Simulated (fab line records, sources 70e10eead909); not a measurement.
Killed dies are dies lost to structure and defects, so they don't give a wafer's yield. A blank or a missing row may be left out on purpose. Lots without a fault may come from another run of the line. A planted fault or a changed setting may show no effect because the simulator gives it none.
fab line records | flow nand_harc
record lots=24 wafers=72 last_day=33
route steps=1302 shown A_CHANNEL_HOLE_D2@582 A_STAIRCASE@668
lots that met no fault: from a run of the same line without faults
start_h: hours from the record's first day to the start of the lot's first wafer shown | wait_h: hours since the lot's step before | " the same as in the row above | L1.1+2: a row that stands for several wafers | - no value, or no start given | * or withheld: withheld | < > ~ a bound
route shown NAME@n: a module of which the file shows steps, and the number in the route of the first | usual: mean/standard deviation of fault-free wafers | same: alike in all rows | chamber/n: place in a boat | sites: the reading at each site | _std_site: their standard deviation | _edge_site: outer sites' mean less inner sites' | radius_mm: how far each site lies from the wafer's centre | mask NAME#n: copy n | behind: the tool/chamber that last shaped the wafer | hold: why the lot was held/for how many hours/how that ended | device: the transistor (n, p or np) that didn't switch | end of line: the same wafers' tests at the end of the route | a step without rows: its recipe alone | killed: dies lost to structure and defects at the first sort, not the wafer's yield | map: a wafer's dies, x killed, . not, _ none there
set.NAME: the setting as run; set.NAME@STEP: as run at that earlier step | model.NAME: the simulator's own value behind a step, which no gauge read
steps of the route over a sample of lots; a table a step, a row a wafer
services: from which hour (start_h, from the record's first day; less than 0 if before it) a tool's chamber was out of use, for how many hours, and why
## steps
# step NHARC_A_CHANNEL_HOLE_D2_CD_MEAS_10
# recipe target_cd_nm=100 landing_energy_ev=500
# usual cd_nm=100.1/0.72
# columns lot.wafer tool chamber start_h wait_h cd_nm
L074.3 cd_sem-02 0 296.50 - 99.6
L074.4 " 0 " " 99.7
L074.5 " 0 " " 100.5
L075.3 cd_sem-03 0 296.65 - 100.5
L075.4 " 0 " " 101.1
L075.6 " 0 " " 100.1
L076.1 cd_sem-02 0 321.17 - 98.1
L076.2 " 0 " " 100.3
L076.5 " 0 " " 99.6
L078.1 cd_sem-01 0 331.13 - 100.7
L078.3 " 0 " " 98.6
L078.6 " 0 " " 101.2
L077.2 cd_sem-03 0 331.32 - 100.9
L077.3 " 0 " " 101.5
L077.4 " 0 " " 99.9
L079.1 cd_sem-03 0 349.65 - 101.8
L079.3 " 0 " " 100.0
L079.4 " 0 " " 101.1
L080.1 cd_sem-03 0 355.27 - 99.2
L080.2 " 0 " " 100.2
L080.4 " 0 " " 99.5
L081.2 cd_sem-02 0 362.14 - 99.2
L081.3 " 0 " " 101.1
L081.6 " 0 " " 100.2
L083.3 cd_sem-02 0 379.65 - 100.2
L083.4 " 0 " " 101.6
L083.6 " 0 " " 99.4
L082.2 cd_sem-03 0 379.81 - 101.0
L082.3 " 0 " " 100.3
L082.5 " 0 " " 100.3
L084.2 cd_sem-02 0 388.52 - 99.7
L084.3 " 0 " " 100.1
L084.5 " 0 " " 100.4
L085.2 cd_sem-02 0 407.72 - 100.5
L085.5 " 0 " " 100.7
L085.6 " 0 " " 99.6
L086.1 cd_sem-01 0 417.64 - 100.2
L086.2 " 0 " " 100.2
L086.6 " 0 " " 100.6
L087.1 cd_sem-03 0 417.88 - 98.9
L087.4 " 0 " " 99.8
L087.5 " 0 " " 99.7
L088.2 cd_sem-03 0 436.09 - 99.1
L088.3 " 0 " " 99.0
L088.6 " 0 " " 98.1
L089.4 cd_sem-03 0 438.10 - 99.8
L089.5 " 0 " " 99.4
L089.6 " 0 " " 100.7
L091.1 cd_sem-02 0 462.14 - 98.9
L091.5 " 0 " " 100.4
L091.6 " 0 " " 100.3
L090.1 cd_sem-01 0 462.30 - 99.4
L090.3 " 0 " " 100.5
L090.5 " 0 " " 100.5
L093.1 cd_sem-01 0 476.49 - 99.7
L093.2 " 0 " " 99.8
L093.5 " 0 " " 100.5
L092.2 cd_sem-01 0 477.29 - 100.6
L092.5 " 0 " " 100.5
L092.6 " 0 " " 100.8
L095.1 cd_sem-03 0 503.51 - 100.2
L095.2 " 0 " " 100.8
L095.4 " 0 " " 99.7
L094.2 cd_sem-01 0 508.32 - 99.7
L094.5 " 0 " " 100.2
L094.6 " 0 " " 98.5
L097.3 cd_sem-01 0 515.96 - 99.6
L097.4 " 0 " " 99.2
L097.5 " 0 " " 99.8
L096.2 cd_sem-01 0 516.41 - 100.3
L096.4 " 0 " " 99.3
L096.6 " 0 " " 100.6
# step NHARC_A_CHANNEL_HOLE_D2_CD_MEAS_31
# usual cd_nm=90.0/1.6
# columns lot.wafer tool chamber start_h wait_h cd_nm
L074.3 cd_sem-02 - 303.49 0.1 89.4
L074.4 " - " " 90.8
L074.5 " - " " 89.2
L075.3 cd_sem-01 - 303.97 - 91.1
L075.4 " - " " 92.6
L075.6 " - " " 89.4
L076.1 cd_sem-03 - 328.05 - 89.6
L076.2 " - " " 91.3
L076.5 " - " " 88.0
L078.1 cd_sem-03 - 338.04 - 89.3
L078.3 " - " " 87.4
L078.6 " - " " 88.3
L077.2 cd_sem-01 - 340.68 - 88.3
L077.3 " - " " 90.6
L077.4 " - " " 90.4
L079.1 cd_sem-03 - 356.55 - 92.0
L079.3 " - " " 90.9
L079.4 " - " " 91.1
L080.1 cd_sem-01 - 362.70 - 88.6
L080.2 " - " " 90.1
L080.4 " - " " 91.5
L081.2 cd_sem-01 - 371.54 - 90.2
L081.3 " - " " 91.5
L081.6 " - " " 90.5
L083.3 cd_sem-03 - 386.54 - 86.8
L083.4 " - " " 90.1
L083.6 " - " " 88.8
L082.2 cd_sem-02 - 390.71 - 91.8
L082.3 " - " " 88.9
L082.5 " - " " 90.5
L084.2 cd_sem-01 - 405.92 - 90.3
L084.3 " - " " 88.0
L084.5 " - " " 89.7
L085.2 cd_sem-03 - 414.74 - 91.4
L085.5 " - " " 90.2
L085.6 " - " " 88.0
L087.1 cd_sem-01 - 424.77 - 88.8
L087.4 " - " " 89.3
L087.5 " - " " 91.9
L086.1 cd_sem-03 - 425.18 - 92.8
L086.2 " - " " 91.1
L086.6 " - " " 94.3
L088.2 cd_sem-01 - 442.97 - 90.9
L088.3 " - " " 89.1
L088.6 " - " " 88.2
L089.4 cd_sem-03 - 444.97 - 89.4
L089.5 " - " " 88.5
L089.6 " - " " 91.0
L090.1 cd_sem-03 - 469.17 - 88.1
L090.3 " - " " 90.7
L090.5 " - " " 92.5
L091.1 cd_sem-03 - 469.67 - 90.8
L091.5 " - " " 91.4
L091.6 " - " " 92.9
L093.1 cd_sem-01 - 483.39 - 88.7
L093.2 " - " " 87.6
L093.5 " - " " 88.4
L092.2 cd_sem-03 - 484.20 - 92.2
L092.5 " - " " 91.0
L092.6 " - " " 92.3
L095.1 cd_sem-01 - 510.97 - 88.5
L095.2 " - " " 91.7
L095.4 " - " " 91.1
L094.2 cd_sem-03 - 515.39 - 88.8
L094.5 " - " " 90.5
L094.6 " - " " 86.7
L097.3 cd_sem-02 - 523.03 - 88.8
L097.4 " - " " 88.8
L097.5 " - " " 89.1
L096.2 cd_sem-02 - 524.57 - 87.4
L096.4 " - " " 88.4
L096.6 " - " " 91.0
# step NHARC_A_STAIRCASE_TRIM_12
# recipe time_s=211.2 o2_flow_sccm=500 ar_flow_sccm=0 bias_w=0 chemistry=O2
# usual drypump_motor_current_A=5.8/0.41 oes_product_au=1.005/0.014 rf_vpp_V=57.9/0.94 showerhead_plenum_p_Torr=3.58/0.16 throttle_valve_pct=17.036/0.0089
# same time_s=211.2
# columns lot.wafer tool chamber start_h wait_h drypump_motor_current_A oes_product_au rf_hours_counter_h rf_vpp_V showerhead_plenum_p_Torr throttle_valve_pct
L074.4 rie_diel-01 2 357.95 0.1 5.9 0.990 53 58.1 3.78 17.041
L074.3 " 3 " " 5.7 1.013 45 58.4 3.76 17.029
L074.5 " 2 " " 5.9 0.997 - 58.3 3.78 17.038
L075.4 rie_diel-10 3 364.36 0.1 6.0 0.989 32 58.1 3.65 17.034
L075.3 " 0 " " 5.5 1.024 39 58.7 3.79 17.041
L075.6 " 3 " " 6.0 0.982 - 56.7 3.65 17.034
L076.2 rie_diel-10 2 378.81 0.1 5.4 0.993 32 57.0 3.29 17.028
L076.1 " 1 " " 5.7 1.032 45 58.3 3.55 17.035
L076.5 " 3 " " 6.0 1.000 - 58.2 3.64 17.043
L078.3 rie_diel-01 1 390.61 0.1 6.1 1.007 0 56.5 3.48 17.031
L078.1 " 2 " " 5.9 1.002 0 58.9 3.77 17.026
L078.6 " 2 " " 5.9 0.991 - 57.2 3.77 17.031
L077.3 rie_diel-02 1 390.91 0.1 6.3 1.010 52 56.9 3.54 17.037
L077.2 " 2 " " 6.1 1.021 46 57.2 3.34 17.036
L077.4 " 2 " " 6.1 1.019 - 57.9 3.34 17.054
L079.4 rie_diel-01 1 411.54 0.2 6.1 0.999 7 57.8 3.47 17.053
L079.1 " 3 " " 5.6 0.994 7 58.2 3.75 17.026
L079.3 " 0 " " 4.7 1.007 8 57.3 3.53 17.050
L080.4 rie_diel-02 0 414.59 0.1 6.1 1.002 4 58.6 3.43 17.039
L080.2 " 2 " " 6.1 1.002 8 58.6 3.34 17.038
L080.1 " 3 " " 5.5 0.990 8 58.3 3.77 17.035
L081.3 rie_diel-02 3 425.41 0.1 5.5 0.992 11 57.2 3.77 17.048
L081.2 " 0 " " 6.1 1.018 7 56.9 3.43 17.028
L081.6 " 3 " " 5.5 0.994 - 56.5 3.77 17.025
L083.4 rie_diel-02 2 439.63 0.1 6.1 1.001 13 55.7 3.33 17.026
L083.3 " 1 " " 6.2 1.013 10 58.1 3.53 17.029
L083.6 " 2 " " 6.1 0.999 - 56.1 3.33 17.038
L082.2 rie_diel-10 1 443.32 0.1 5.8 1.029 2 57.1 3.54 17.036
L082.3 " 2 " " 5.4 1.025 2 57.5 3.81 17.018
L082.5 " 2 " " 5.4 1.025 - 59.2 3.81 17.016
L084.3 rie_diel-02 3 458.38 0.1 5.5 0.996 21 58.6 3.77 17.031
L084.2 " 2 " " 6.1 1.003 19 57.8 3.33 17.033
L084.5 " 3 " " 5.6 1.010 - 59.6 3.77 17.044
L085.2 rie_diel-10 3 466.41 0.2 5.9 0.993 9 58.9 3.63 17.045
L085.5 " 2 " " 5.4 1.026 - 56.2 3.80 17.020
L085.6 " 3 " " 6.0 0.985 - 57.7 3.63 17.044
L086.1 rie_diel-02 2 477.82 0.1 6.1 1.010 25 56.7 3.33 17.040
L086.2 " 1 " " 6.2 1.020 23 57.2 3.53 17.035
L086.6 " 2 " " 6.1 1.009 - 56.7 3.33 17.033
L087.4 rie_diel-01 3 478.43 0.1 5.7 0.997 31 58.6 3.74 17.036
L087.1 " 0 " " 4.7 1.021 29 57.8 3.52 17.043
L087.5 " 0 " " 4.7 1.017 - 57.5 3.52 17.042
L089.4 rie_diel-01 3 497.55 0.1 5.7 0.997 39 57.9 3.73 17.036
L089.5 " 1 " " 6.0 0.996 - 56.0 3.46 17.041
L089.6 " 2 " " 5.9 0.988 - 59.0 3.75 17.029
L088.2 rie_diel-01 2 500.47 0.1 5.8 1.000 40 56.7 3.75 17.037
L088.3 " 3 " " 5.6 1.009 40 60.0 3.73 17.029
L088.6 " 1 " " 6.1 1.013 - 58.9 3.46 17.043
L091.1 rie_diel-02 0 521.48 0.1 6.1 1.010 37 57.8 3.42 17.023
L091.6 " 1 " " 6.2 1.010 - 57.5 3.52 17.024
L091.5 " 2 " " 6.2 1.007 - 57.2 3.32 17.035
L090.3 rie_diel-01 0 521.69 0.1 4.7 1.025 40 56.9 3.51 17.018
L090.1 " 1 " " 6.1 1.002 42 59.1 3.45 17.028
L090.5 " 0 " " 4.7 1.028 - 56.8 3.51 17.031
L093.1 rie_diel-01 2 537.47 0.1 5.9 0.997 55 57.8 3.74 17.038
L093.2 " 3 " " 5.6 1.001 56 59.2 3.72 17.039
L093.5 " 1 " " 6.1 1.000 - 57.3 3.45 17.052
L092.2 rie_diel-02 3 537.63 0.1 5.5 0.984 41 58.6 3.75 17.034
L092.6 " 2 " " 6.1 1.008 - 57.3 3.32 17.037
L092.5 " 3 " " 5.5 0.983 - 58.5 3.75 17.036
L095.2 rie_diel-02 2 564.65 0.1 6.1 1.001 51 57.8 3.31 17.054
L095.1 " 0 " " 6.1 1.014 47 58.6 3.41 17.041
L095.4 " 1 " " 6.3 1.024 50 57.4 3.51 17.036
L094.2 rie_diel-02 3 564.84 0.1 5.6 0.982 48 58.6 3.75 17.028
L094.5 " 3 " " 5.5 0.980 - 57.1 3.75 17.047
L094.6 " 0 " " 6.1 1.007 - 57.4 3.41 17.036
L097.4 rie_diel-10 2 576.08 0.1 5.4 1.027 43 57.1 3.78 17.033
L097.3 " 1 " " 5.8 1.023 39 56.8 3.52 17.039
L097.5 " 3 " " 5.9 1.001 - 58.2 3.61 17.038
L096.2 rie_diel-01 3 576.52 0.1 5.6 0.993 6 58.5 3.71 17.030
L096.4 " 0 " " 4.7 1.009 4 58.0 3.50 17.031
L096.6 " 3 " " 5.6 0.999 - 59.7 3.71 17.041
# step NHARC_A_STAIRCASE_ETCH_15
# recipe target_depth_a=1000 time_s=40.5 ion_energy_ev=400 c4f8_flow_sccm=20 o2_flow_sccm=10 ar_flow_sccm=withheld rf_w=600 bias_w=1000 chemistry=C4F8/O2
# usual oes_product_au=0.951/0.014 rf_vpp_V=897/5.8
# same time_s=40.5
# columns lot.wafer tool chamber start_h wait_h oes_product_au rf_hours_counter_h rf_vpp_V
L074.3 rie_diel-01 1 - - 0.962 50 894
L074.4 " 2 " " 0.932 53 904
L074.5 " 0 " " 0.934 - 896
L075.3 rie_diel-10 0 - - 0.969 39 906
L075.4 " 1 " " 0.982 40 898
L075.6 " 1 " " 0.980 - 896
L076.2 rie_diel-10 1 - - 0.966 45 896
L076.1 " 2 " " 0.937 32 888
L076.5 " 1 " " 0.962 - 896
L078.3 rie_diel-01 1 - - 0.956 0 894
L078.1 " 3 " " 0.956 0 904
L078.6 " 1 " " 0.952 - 894
L077.3 rie_diel-02 1 - - 0.942 52 896
L077.2 " 2 " " 0.960 47 889
L077.4 " 1 " " 0.937 - 895
L079.1 rie_diel-01 3 - - 0.939 7 903
L079.4 " 0 " " 0.934 8 895
L079.3 " 2 " " 0.940 7 905
L080.1 rie_diel-02 3 - - 0.952 9 904
L080.2 " 0 " " 0.973 5 892
L080.4 " 2 " " 0.958 8 889
L081.3 rie_diel-02 3 - - 0.945 11 905
L081.2 " 1 " " 0.973 7 896
L081.6 " 0 " " 0.957 - 892
L083.4 rie_diel-02 1 - - 0.959 10 896
L083.3 " 3 " " 0.952 14 904
L083.6 " 2 " " 0.951 - 889
L082.2 rie_diel-10 1 - - 0.949 2 897
L082.3 " 2 " " 0.975 2 905
L082.5 " 1 " " 0.948 - 897
L084.2 rie_diel-02 1 - - 0.964 15 896
L084.3 " 3 " " 0.954 21 904
L084.5 " 0 " " 0.959 - 893
L085.2 rie_diel-10 3 - - 0.926 10 899
L085.6 " 0 " " 0.938 - 904
L085.5 " 2 " " 0.941 - 906
L086.1 rie_diel-02 3 - - 0.930 26 904
L086.2 " 0 " " 0.958 24 894
L086.6 " 1 " " 0.972 - 895
L087.4 rie_diel-01 0 - - 0.954 29 895
L087.1 " 1 " " 0.937 30 893
L087.5 " 0 " " 0.960 - 895
L089.4 rie_diel-01 0 - - 0.968 34 897
L089.6 " 0 " " 0.975 - 895
L089.5 " 1 " " 0.954 - 894
L088.2 rie_diel-01 2 - - 0.955 40 903
L088.3 " 0 " " 0.962 35 895
L088.6 " 2 " " 0.957 - 903
L091.1 rie_diel-02 1 - - 0.973 39 896
L091.6 " 1 " " 0.963 - 895
L091.5 " 2 " " 0.967 - 888
L090.1 rie_diel-01 1 - - 0.938 42 892
L090.3 " 2 " " 0.934 48 903
L090.5 " 2 " " 0.940 - 903
L093.1 rie_diel-01 0 - - 0.947 46 895
L093.2 " 1 " " 0.931 47 893
L093.5 " 1 " " 0.930 - 893
L092.2 rie_diel-02 0 - - 0.968 41 891
L092.6 " 2 " " 0.953 - 888
L092.5 " 3 " " 0.935 - 903
L095.2 rie_diel-02 1 - - 0.966 50 894
L095.1 " 2 " " 0.936 51 888
L095.4 " 0 " " 0.956 48 891
L094.2 rie_diel-02 2 - - 0.945 52 886
L094.5 " 1 " " 0.963 - 895
L094.6 " 2 " " 0.940 - 888
L097.3 rie_diel-10 1 - - 0.969 40 896
L097.4 " 2 " " 0.960 43 907
L097.5 " 0 " " 0.951 - 903
L096.2 rie_diel-01 1 - - 0.964 4 893
L096.4 " 0 " " 0.954 4 895
L096.6 " 2 " " 0.934 - 903
# step NHARC_A_STAIRCASE_ETCH_23
# recipe target_depth_a=1000 time_s=40.5 ion_energy_ev=400 c4f8_flow_sccm=20 o2_flow_sccm=10 ar_flow_sccm=withheld rf_w=600 bias_w=1000 chemistry=C4F8/O2
# usual oes_product_au=0.954/0.017 rf_vpp_V=898/5.6
# same time_s=40.5
# columns lot.wafer tool chamber start_h wait_h oes_product_au rf_hours_counter_h rf_vpp_V
L074.3 rie_diel-10 2 - - 0.966 24 888
L074.4 " 3 " " 0.956 30 901
L074.5 " 2 " " 0.955 - 888
L075.4 rie_diel-10 1 - - 0.953 40 896
L075.3 " 0 " " 0.969 40 906
L075.6 " 1 " " 0.959 - 897
L076.1 rie_diel-01 2 - - 0.948 58 905
L076.2 " 3 " " 0.964 50 903
L076.5 " 1 " " 0.978 - 894
L078.3 rie_diel-01 1 - - 0.953 1 895
L078.1 " 3 " " 0.952 1 903
L078.6 " 0 " " 0.967 - 897
L077.3 rie_diel-02 1 - - 0.948 53 897
L077.2 " 2 " " 0.963 47 888
L077.4 " 3 " " 0.956 - 904
L079.3 rie_diel-01 3 - - 0.943 8 904
L079.4 " 0 " " 0.933 8 896
L079.1 " 1 " " 0.937 8 892
L080.4 rie_diel-01 1 - - 0.952 9 894
L080.2 " 2 " " 0.944 9 905
L080.1 " 0 " " 0.952 10 897
L081.3 rie_diel-02 3 - - 0.925 12 906
L081.2 " 1 " " 0.934 8 896
L081.6 " 2 " " 0.930 - 890
L083.4 rie_diel-10 3 - - 0.951 0 899
L083.3 " 0 " " 0.950 1 905
L083.6 " 3 " " 0.953 - 900
L082.2 rie_diel-10 3 - - 0.944 2 899
L082.3 " 1 " " 0.958 3 897
L082.5 " 3 " " 0.934 - 900
L084.2 rie_diel-02 1 - - 0.967 16 896
L084.3 " 2 " " 0.953 20 889
L084.5 " 1 " " 0.972 - 896
L085.2 rie_diel-01 0 - - 0.974 27 896
L085.5 " 3 " " 0.964 - 903
L085.6 " 0 " " 0.974 - 895
L086.2 rie_diel-10 3 - - 0.935 14 898
L086.1 " 0 " " 0.953 16 904
L086.6 " 2 " " 0.979 - 906
L087.4 rie_diel-01 3 - - 0.937 32 903
L087.1 " 1 " " 0.944 31 893
L087.5 " 3 " " 0.947 - 904
L089.4 rie_diel-01 0 - - 0.957 34 896
L089.6 " 1 " " 0.946 - 894
L089.5 " 2 " " 0.939 - 905
L088.3 rie_diel-02 0 - - 0.958 31 892
L088.2 " 1 " " 0.967 33 895
L088.6 " 0 " " 0.961 - 893
L091.1 rie_diel-10 3 - - 0.937 27 898
L091.6 " 0 " " 0.954 - 903
L091.5 " 1 " " 0.996 - 897
L090.1 rie_diel-02 1 - - 0.969 39 897
L090.3 " 2 " " 0.972 39 889
L090.5 " 1 " " 0.969 - 897
L093.2 rie_diel-01 1 - - 0.943 47 893
L093.1 " 0 " " 0.936 46 896
L093.5 " 1 " " 0.935 - 893
L092.2 rie_diel-02 1 - - 0.969 43 895
L092.6 " 2 " " 0.955 - 888
L092.5 " 3 " " 0.948 - 904
L095.2 rie_diel-10 0 - - 0.978 42 903
L095.4 " 1 " " 1.000 35 896
L095.1 " 2 " " 1.002 38 904
L094.2 rie_diel-02 0 - - 0.956 48 892
L094.6 " 3 " " 0.914 - 904
L094.5 " 0 " " 0.975 - 892
L097.4 rie_diel-10 2 - - 0.971 44 905
L097.3 " 3 " " 0.946 48 898
L097.5 " 2 " " 0.960 - 905
L096.4 rie_diel-10 1 - - 0.962 41 895
L096.2 " 2 " " 0.946 44 904
L096.6 " 1 " " 0.952 - 896
# step NHARC_A_STAIRCASE_TRIM_26
# recipe time_s=211.2 o2_flow_sccm=500 ar_flow_sccm=0 bias_w=0 chemistry=O2
# usual drypump_motor_current_A=5.7/0.41 oes_product_au=1.009/0.013 rf_vpp_V=57.9/0.98 showerhead_plenum_p_Torr=3.59/0.16 throttle_valve_pct=17.036/0.0094
# same time_s=211.2
# columns lot.wafer tool chamber start_h wait_h drypump_motor_current_A oes_product_au rf_hours_counter_h rf_vpp_V showerhead_plenum_p_Torr throttle_valve_pct
L074.3 rie_diel-10 2 - - 5.4 1.007 26 56.3 3.29 17.028
L074.4 " 3 " " 5.9 1.002 32 57.8 3.65 17.019
L074.5 " 1 " " 5.8 1.028 - 56.6 3.55 17.043
L075.3 rie_diel-10 1 - - 5.8 1.022 40 56.8 3.55 17.033
L075.4 " 2 " " 5.5 1.004 27 58.5 3.29 17.019
L075.6 " 1 " " 5.8 1.026 - 56.9 3.55 17.038
L076.2 rie_diel-02 3 - - 5.6 1.004 48 58.3 3.78 17.027
L076.1 " 1 " " 6.2 0.996 48 57.3 3.54 17.030
L076.5 " 2 " " 6.1 1.011 - 58.0 3.34 17.036
L078.3 rie_diel-01 0 - - 4.7 1.013 1 56.5 3.53 17.044
L078.1 " 2 " " 5.9 1.000 1 57.1 3.77 17.039
L078.6 " 0 " " 4.7 1.002 - 57.2 3.53 17.027
L077.2 rie_diel-02 2 - - 6.1 1.026 48 57.1 3.34 17.059
L077.3 " 1 " " 6.3 1.007 53 57.8 3.54 17.041
L077.4 " 3 " " 5.5 1.012 - 58.1 3.78 17.031
L079.4 rie_diel-01 3 - - 5.7 1.012 8 58.2 3.75 17.056
L079.3 " 0 " " 4.7 1.005 9 57.8 3.53 17.047
L079.1 " 2 " " 5.9 1.000 8 58.4 3.77 17.045
L080.2 rie_diel-01 0 - - 4.8 1.005 10 57.6 3.53 17.038
L080.1 " 1 " " 6.1 0.999 10 57.9 3.47 17.035
L080.4 " 3 " " 5.6 1.011 10 59.3 3.75 17.018
L081.3 rie_diel-02 0 - - 6.1 1.013 8 56.8 3.43 17.047
L081.2 " 1 " " 6.2 1.023 8 57.1 3.53 17.031
L081.6 " 0 " " 6.1 1.008 - 57.3 3.43 17.037
L083.3 rie_diel-10 3 - - 5.9 0.992 1 57.6 3.63 17.036
L083.4 " 2 " " 5.4 1.032 1 57.8 3.81 17.026
L083.6 " 0 " " 5.4 1.003 - 59.8 3.77 17.028
L082.3 rie_diel-10 2 - - 5.4 1.030 3 58.7 3.81 17.037
L082.2 " 3 " " 5.9 0.995 2 59.3 3.63 17.021
L082.5 " 3 " " 5.9 1.005 - 57.8 3.63 17.037
L084.2 rie_diel-02 1 - - 6.3 1.012 16 57.6 3.53 17.044
L084.3 " 3 " " 5.6 0.991 21 57.3 3.76 17.030
L084.5 " 0 " " 6.1 1.009 - 57.9 3.43 17.028
L085.2 rie_diel-01 1 - - 6.1 1.005 29 57.8 3.46 17.043
L085.6 " 1 " " 6.1 1.010 - 55.4 3.46 17.026
L085.5 " 2 " " 5.9 0.994 - 59.1 3.76 17.052
L086.1 rie_diel-10 0 - - 5.5 1.003 17 58.8 3.77 17.036
L086.2 " 1 " " 5.7 1.004 10 57.6 3.53 17.026
L086.6 " 3 " " 6.0 0.999 - 57.8 3.63 17.040
L087.4 rie_diel-01 1 - - 6.1 1.003 31 58.3 3.46 17.031
L087.1 " 0 " " 4.7 1.040 29 56.8 3.52 17.051
L087.5 " 1 " " 6.1 1.010 - 58.3 3.46 17.026
L089.4 rie_diel-01 2 - - 5.8 0.998 40 58.4 3.75 17.041
L089.5 " 0 " " 4.7 1.018 - 57.7 3.52 17.029
L089.6 " 1 " " 6.1 1.006 - 58.2 3.46 17.025
L088.2 rie_diel-02 3 - - 5.5 0.985 33 57.4 3.76 17.041
L088.3 " 2 " " 6.1 1.013 34 56.3 3.32 17.038
L088.6 " 3 " " 5.5 0.994 - 58.4 3.76 17.040
L091.1 rie_diel-10 1 - - 5.7 1.034 23 57.5 3.53 17.042
L091.5 " 1 " " 5.8 1.034 - 58.1 3.53 17.029
L091.6 " 2 " " 5.4 1.020 - 59.7 3.79 17.030
L090.3 rie_diel-02 3 - - 5.5 0.992 38 58.8 3.76 17.036
L090.1 " 1 " " 6.3 1.022 39 58.4 3.52 17.040
L090.5 " 2 " " 6.1 1.007 - 56.8 3.32 17.036
L093.2 rie_diel-01 0 - - 4.8 1.030 46 58.9 3.51 17.048
L093.1 " 2 " " 5.9 0.993 56 58.3 3.74 17.047
L093.5 " 0 " " 4.7 1.018 - 59.1 3.51 17.021
L092.2 rie_diel-02 2 - - 6.1 1.012 43 57.1 3.32 17.025
L092.5 " 0 " " 6.2 1.014 - 56.7 3.41 17.040
L092.6 " 1 " " 6.3 1.013 - 58.2 3.52 17.043
L095.2 rie_diel-10 2 - - 5.4 1.015 38 58.7 3.79 17.048
L095.1 " 0 " " 5.5 1.014 42 58.7 3.75 17.030
L095.4 " 1 " " 5.8 1.012 35 58.6 3.52 17.050
L094.2 rie_diel-02 3 - - 5.5 0.975 49 58.5 3.75 17.026
L094.5 " 2 " " 6.1 1.007 - 57.2 3.31 17.030
L094.6 " 3 " " 5.5 0.981 - 58.8 3.75 17.054
L097.3 rie_diel-10 0 - - 5.4 1.004 48 59.0 3.75 17.037
L097.4 " 3 " " 6.0 0.991 48 56.7 3.61 17.029
L097.5 " 0 " " 5.5 1.012 - 58.5 3.75 17.051
L096.2 rie_diel-10 1 - - 5.7 1.011 41 57.9 3.52 17.039
L096.4 " 2 " " 5.4 1.018 44 58.7 3.78 17.027
L096.6 " 3 " " 6.0 0.991 - 56.9 3.61 17.031
## services
# columns tool chamber start_h hours kind
rie_diel-01 1 349.19 1.7 repair
rie_diel-02 0 350.05 - clean
rie_diel-02 1 350.05 - clean
rie_diel-02 2 350.05 - clean
rie_diel-02 3 350.05 - clean
rie_diel-10 - 351.67 2.7 repair
rie_diel-10 0 368.82 15.9 repair
rie_diel-02 0 374.55 - clean
rie_diel-02 1 374.55 - clean
rie_diel-02 2 374.55 - clean
rie_diel-02 3 374.55 - clean
rie_diel-01 - 380.96 9.0 pm
rie_diel-02 - 393.71 9.0 pm
rie_diel-02 0 393.71 9.0 vent_cycle
rie_diel-10 0 405.13 4.4 repair
rie_diel-10 - 422.96 9.0 pm
rie_diel-01 0 429.08 2.5 repair
rie_diel-10 1 463.91 12.3 repair
rie_diel-10 0 498.78 5.2 repair
rie_diel-02 0 511.33 1.3 repair
rie_diel-10 0 539.17 2.1 repair
rie_diel-02 1 551.20 4.7 repair
rie_diel-01 - 557.96 9.0 pm
rie_diel-02 - 570.74 9.0 pm
## key
fault none
